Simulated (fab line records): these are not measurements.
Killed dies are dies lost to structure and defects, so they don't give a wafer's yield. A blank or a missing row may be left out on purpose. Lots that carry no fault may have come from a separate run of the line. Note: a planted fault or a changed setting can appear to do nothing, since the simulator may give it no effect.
Chamber matching | flow n5Finfet | N5_GATE_CUT_ETCH_58 on rieDiel-04: 4 sister chambers
The step etches SiNx in CH3F/O2, target depth 17 nm, time 128.6 s. 4 wafers are shown with their chamber, then 7 later ones without.

## WAFERS, EACH WITH ITS CHAMBER
wafer  | chamber | showerheadPlenumPTorr (Torr)
L085.1 | 2       | 1.94
L085.2 | 0       | 1.97
L089.2 | 3       | 2.01
L089.3 | 1       | 2.06

## WAFERS WITH NO CHAMBER GIVEN
wafer  | showerheadPlenumPTorr (Torr)
L089.6 | 2.01
L090.1 | 1.93
L090.2 | 2.01
L090.6 | 1.93
L096.1 | 2.06
L096.2 | 1.96
L096.3 | 1.93

## WHICH CHAMBER EACH ONE RAN IN
wafer  | from the rows above     | in truth
L089.6 | 3                       | 3
L090.1 | 2                       | 2
L090.2 | 3                       | 3
L090.6 | 2                       | 2
L096.1 | 1                       | 1
L096.2 | can't be placed: 0 or 2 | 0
L096.3 | 2                       | 2
Correct placement for 6 of the 7. Not placeable from these rows: 1 (in 1, the candidates include the true chamber). 0 placed wrongly.
How it was worked out, from the rows above alone: a wafer's distance from a chamber is the root of the sum, over the readings, of the square of ((its reading less the chamber's mean) divided by the reading's scatter). The wafer belongs to the nearest chamber; if the next one is less than 2 further off, it can't be placed. Each chamber's mean is taken over the wafers shown for it. The scatter: root of mean squared gap, hidden wafer to nearest shown wafer, with one shown wafer a chamber.
